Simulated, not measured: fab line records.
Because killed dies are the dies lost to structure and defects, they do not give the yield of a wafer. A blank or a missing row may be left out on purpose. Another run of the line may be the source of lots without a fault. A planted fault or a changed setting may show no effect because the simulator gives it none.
A struck lot beside a sound one	flow nand harc	40 out of 1159 route steps
Sound: the wafers L277.4, L277.5, L277.6. The struck wafers were L289.1, L289.2, L289.3. Last of all comes the cause.
At each step with rows: each side's tool, then ch and its chambers, then its first start. Under that, the readings that differ: sound wafers	struck wafers	difference of the means	sigmas: that difference in standard deviations of wafers without a fault.
alike: readings whose means differ by less than 2 such deviations, and words and numbers that are the same on both sides. not compared: withheld readings, readings that some wafer has no value for, bounds like >300 that may hide the same value, and numbers for which the record gives no deviation and whose values overlap.
A row with sigmas, a row that says differs or no value, or rows on one side alone: a step with any of these is where the two part. Numbers that don't overlap but have no deviation are shown without sigmas and don't part them. A reading missing from all wafers of one side parts the sides only when that side holds two or more wafers.

NHARC_A_STAIRCASE_TRIM_224: chemistry O2, time 211.2 s.
  sound: rie diel-04 ch 0,1,2; struck: rie diel-04 ch 0,1,2
  alike: drypump motor current A, oes product au, rf vpp V, showerhead plenum p Torr, throttle valve pct
  not compared: rf hours counter h
then, 1 step without rows for these wafers: NHARC_A_STAIRCASE_ETCH_225 (etches the open film in C4F8/O2, target depth 100 nm, time 40.5 s).
NHARC_A_STAIRCASE_TRIM_226: chemistry O2, time 211.2 s.
  sound: rie diel-04 ch 1,2,3; struck: rie diel-04 ch 0,1,3
  alike: drypump motor current A, oes product au, rf vpp V, showerhead plenum p Torr, throttle valve pct
  not compared: rf hours counter h
NHARC_A_STAIRCASE_ETCH_227: etches the open film in C4F8/O2, target depth 100 nm, time 40.5 s.
  sound: rie diel-04 ch 1,2; struck: rie diel-04 ch 0,2,3
  alike: bias w, oes product au, rf vpp V
  not compared: rf hours counter h
then, 7 steps without rows for these wafers: NHARC_A_STAIRCASE_TRIM_229 (chemistry O2, time 211.2 s); NHARC_A_STAIRCASE_ETCH_230 (etches the open film in C4F8/O2, target depth 100 nm, time 40.5 s); NHARC_A_STAIRCASE_TRIM_231 (chemistry O2, time 211.2 s); NHARC_A_STAIRCASE_ETCH_232 (etches the open film in C4F8/O2, target depth 100 nm, time 40.5 s); NHARC_A_STAIRCASE_TRIM_233 (chemistry O2, time 211.2 s); NHARC_A_STAIRCASE_ETCH_234 (etches the open film in C4F8/O2, target depth 100 nm, time 40.5 s); NHARC_A_STAIRCASE_TRIM_235 (chemistry O2, time 211.2 s).
NHARC_A_STAIRCASE_ETCH_236: etches the open film in C4F8/O2, target depth 100 nm, time 40.5 s.
  sound on rie diel-04 ch 0,1, day 12 14:17; struck on rie diel-04 ch 0,1,2, day 15 21:14
  alike: bias w, oes product au, rf vpp V
  not compared: rf hours counter h
then, 13 steps without rows for these wafers: NHARC_A_STAIRCASE_STRIP_238 (strips in O2); NHARC_A_STAIRCASE_STRIP_239 (strips in SPM, time 900 s); NHARC_A_STAIRCASE_PRECLEAN_240 (cleans in SC1); NHARC_A_STAIRCASE_SRD_241; NHARC_A_STAIRCASE_DEHYDRATE_242 (time 120 s); NHARC_A_STAIRCASE_HMDS_243 (time 30 s); NHARC_A_STAIRCASE_COAT_244; NHARC_A_STAIRCASE_SOFTBAKE_245 (time 170 s); NHARC_A_STAIRCASE_EBR_246; NHARC_A_STAIRCASE_EXPOSE_247 (exposes mask SDS 1); NHARC_A_STAIRCASE_PEB_248 (peb time 130 s); NHARC_A_STAIRCASE_DEVELOP_249 (time 140 s); NHARC_A_STAIRCASE_HARDBAKE_251 (time 140 s).
NHARC_A_STAIRCASE_DESCUM_252: chemistry O2, time 3 s.
  sound on rie diel-12 ch 0,1, day 12 16:05; struck on rie diel-11 ch 1,2,3, day 15 22:56
  alike: drypump motor current A, oes product au, rf vpp V, showerhead plenum p Torr, throttle valve pct
  not compared: rf hours counter h
then, 6 steps without rows for these wafers: NHARC_A_STAIRCASE_ETCH_253 (etches the open film in C4F8/O2, target depth 50 nm, time 20.2 s); NHARC_A_STAIRCASE_STRIP_254 (strips in O2); NHARC_A_STAIRCASE_STRIP_255 (strips in SPM, time 900 s); NHARC_A_STAIRCASE_PRECLEAN_256 (cleans in SC1); NHARC_A_STAIRCASE_SRD_257; NHARC_A_STAIRCASE_HM_DEP_456 (deposits aC, target thk 1500 nm).
NHARC_A_STAIRCASE_DEP_259: deposits SiON, target thk 30 nm.
  sound on pecvd-03 ch 0,1,2, day 12 19:01; struck on pecvd-01 ch 0,1,2, day 16 03:10
  alike: heater power w
then, 6 steps without rows for these wafers: NHARC_A_STAIRCASE_DEHYDRATE_281 (time 120 s); NHARC_A_STAIRCASE_HMDS_282 (time 30 s); NHARC_A_STAIRCASE_COAT_283; NHARC_A_STAIRCASE_SOFTBAKE_284 (time 170 s); NHARC_A_STAIRCASE_EBR_285; NHARC_A_STAIRCASE_EXPOSE_286 (exposes mask CHOP 100).
-- record jumps: 8 days between struck wafers' starts before vs after; left off in module A_STAIRCASE, resumes in module END, first step shown is number 1159 of the route --
NHARC_END_SORT_01:
  sound on prober-01 ch 0, day 20 17:03; struck on prober-01 ch 0, day 23 18:01
reading	sound	struck	difference	sigmas
killed at array	29 24 23	101 128 126	+93	+8
killed dies	35 27 28	103 129 127	+90	+8
  alike: killed at other, killed at periphery, killed open, killed short

== WHERE THEY PART ==
Only at NHARC_END_SORT_01, as far as this record shows.

WHY: what had been put in by the simulator
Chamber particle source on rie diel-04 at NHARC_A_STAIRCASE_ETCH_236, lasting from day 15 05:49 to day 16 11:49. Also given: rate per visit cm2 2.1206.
